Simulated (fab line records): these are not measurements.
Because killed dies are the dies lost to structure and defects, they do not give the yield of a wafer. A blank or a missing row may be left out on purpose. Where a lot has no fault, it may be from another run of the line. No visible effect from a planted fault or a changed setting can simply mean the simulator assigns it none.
Matching of chambers ; flow n5 finfet ; 3 sister chambers for N5_GATE_CUT_HM_DEP_46 on pecvd-03
The step deposits SiO2 from TEOS/O2, target thk 130 nm, time 26.6 s. 16 wafers are shown with their chamber, then 8 later ones without.

WAFERS, EACH WITH ITS CHAMBER
wafer;chamber;throttle valve pct (%);showerhead plenum p Torr (Torr);heater power w (W)
L077.3;1;18.5;8.36;595
L077.4;1;18.6;8.37;446
L077.6;0;19.4;8.30;511
L082.2;1;18.7;8.36;553
L082.3;2;18.1;8.39;639
L082.6;1;18.4;8.36;550
L083.1;0;19.6;8.32;552
L083.2;2;18.1;8.41;673
L083.4;2;18.1;8.40;651
L084.1;2;18.2;8.41;652
L084.2;1;18.8;8.34;563
L084.3;0;19.3;8.30;479
L089.3;1;18.4;8.37;560
L089.5;1;18.6;8.38;558
L089.6;2;18.3;8.40;632
L090.2;1;18.5;8.37;573

SIGNATURES (means of the wafers above)
reading;chamber 0;chamber 1;chamber 2;scatter within a chamber
throttle valve pct;19.433;18.562;18.160;0.129
showerhead plenum p Torr;8.3067;8.3637;8.4020;0.0109
heater power w;514.00;549.75;649.40;36.5
Rule: a wafer's distance from a chamber is the root of the sum, over the readings, of the square of ((its reading less the chamber's mean) divided by the reading's scatter). The wafer belongs to the nearest chamber; if the next one is less than 2 further off, it can't be placed. The scatter: take each reading less its chamber's mean, square it, sum over the shown wafers, divide by the number of wafers less the number of chambers, and take the root.

WAFERS MISSING THEIR CHAMBER
wafer;throttle valve pct (%);showerhead plenum p Torr (Torr);heater power w (W)
L090.5;19.8;8.30;533
L090.6;18.8;8.35;433
L091.2;18.6;8.35;497
L091.5;19.3;8.31;468
L091.6;18.6;8.37;484
L092.1;18.6;8.35;498
L092.4;19.4;8.31;568
L092.6;18.4;8.36;496

EACH ONE'S CHAMBER
wafer;from the rows above;in truth
L090.5;0;0
L090.6;1;1
L091.2;1;1
L091.5;0;0
L091.6;1;1
L092.1;1;1
L092.4;0;0
L092.6;1;1
Correctly placed: 8 of 8. Number that these rows cannot place: 0. Number placed wrongly: 0.
